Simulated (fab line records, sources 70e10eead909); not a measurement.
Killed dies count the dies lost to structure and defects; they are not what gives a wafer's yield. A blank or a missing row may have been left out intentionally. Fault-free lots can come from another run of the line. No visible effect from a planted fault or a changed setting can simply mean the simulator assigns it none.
Chamber matching ; flow nandHarc ; NHARC_A_STAIRCASE_DESCUM_312 on rieDiel-13 has 4 sister chambers
The step chemistry O2, time 3 s. 20 wafers are shown with their chamber, then 10 later ones without.

WAFERS WITH THEIR CHAMBER
wafer;chamber;drypumpMotorCurrentA (A);showerheadPlenumPTorr (Torr);oesProductAu (a.u.)
L074.1;0;6.4;1.82;1.005
L074.3;3;5.0;1.99;1.008
L074.6;3;5.0;1.99;1.005
L075.2;0;6.4;1.82;1.011
L075.3;2;5.7;1.83;1.006
L075.4;1;5.2;1.89;1.005
L079.2;3;5.0;1.98;0.995
L079.3;0;6.5;1.81;1.012
L079.5;0;6.4;1.81;1.005
L085.2;0;6.5;1.81;1.009
L085.5;0;6.4;1.81;1.007
L085.6;1;5.2;1.88;1.004
L084.1;2;5.8;1.81;1.013
L084.4;1;5.2;1.88;1.013
L084.5;1;5.2;1.88;1.007
L087.2;3;5.0;1.97;1.010
L087.3;1;5.2;1.88;1.009
L087.4;0;6.4;1.80;1.014
L088.3;0;6.4;1.80;1.006
L088.4;2;5.7;1.81;1.013

SIGNATURES, as means of the wafers listed above
reading;chamber 0;chamber 1;chamber 2;chamber 3;scatter within a chamber
drypumpMotorCurrentA;6.425;5.200;5.733;5.000;0.0368
showerheadPlenumPTorr;1.8100;1.8820;1.8167;1.9825;0.00799
oesProductAu;1.00862;1.00760;1.01067;1.00450;0.00432
Rule: a wafer lies at a distance from a chamber equal to the root of the sum of squares, over the readings, of (its reading less the chamber's mean, divided by the reading's scatter). The wafer belongs to the nearest chamber; if the next one is less than 2 further off, it can't be placed. The scatter is the square root of a quotient: the sum, over the shown wafers, of each reading's squared deviation from its chamber's mean, divided by wafers minus chambers.

WAFERS WITHOUT THEIR CHAMBER
wafer;drypumpMotorCurrentA (A);showerheadPlenumPTorr (Torr);oesProductAu (a.u.)
L088.6;5.0;1.97;0.988
L091.1;5.2;1.88;1.003
L091.3;6.5;1.80;1.009
L091.4;5.0;1.97;0.997
L092.2;5.2;1.87;0.992
L092.4;5.0;1.97;0.996
L092.6;5.0;1.97;1.002
L094.2;6.4;1.80;1.002
L094.5;5.1;1.87;1.004
L094.6;5.8;1.80;1.003

WHICH CHAMBER EACH ONE RAN IN
wafer;from the rows above;in truth
L088.6;3;3
L091.1;1;1
L091.3;0;0
L091.4;3;3
L092.2;1;1
L092.4;3;3
L092.6;3;3
L094.2;0;0
L094.5;1;1
L094.6;2;2
Correct placement for 10 of the 10. From these rows, 0 cannot be placed. 0 placed wrongly.
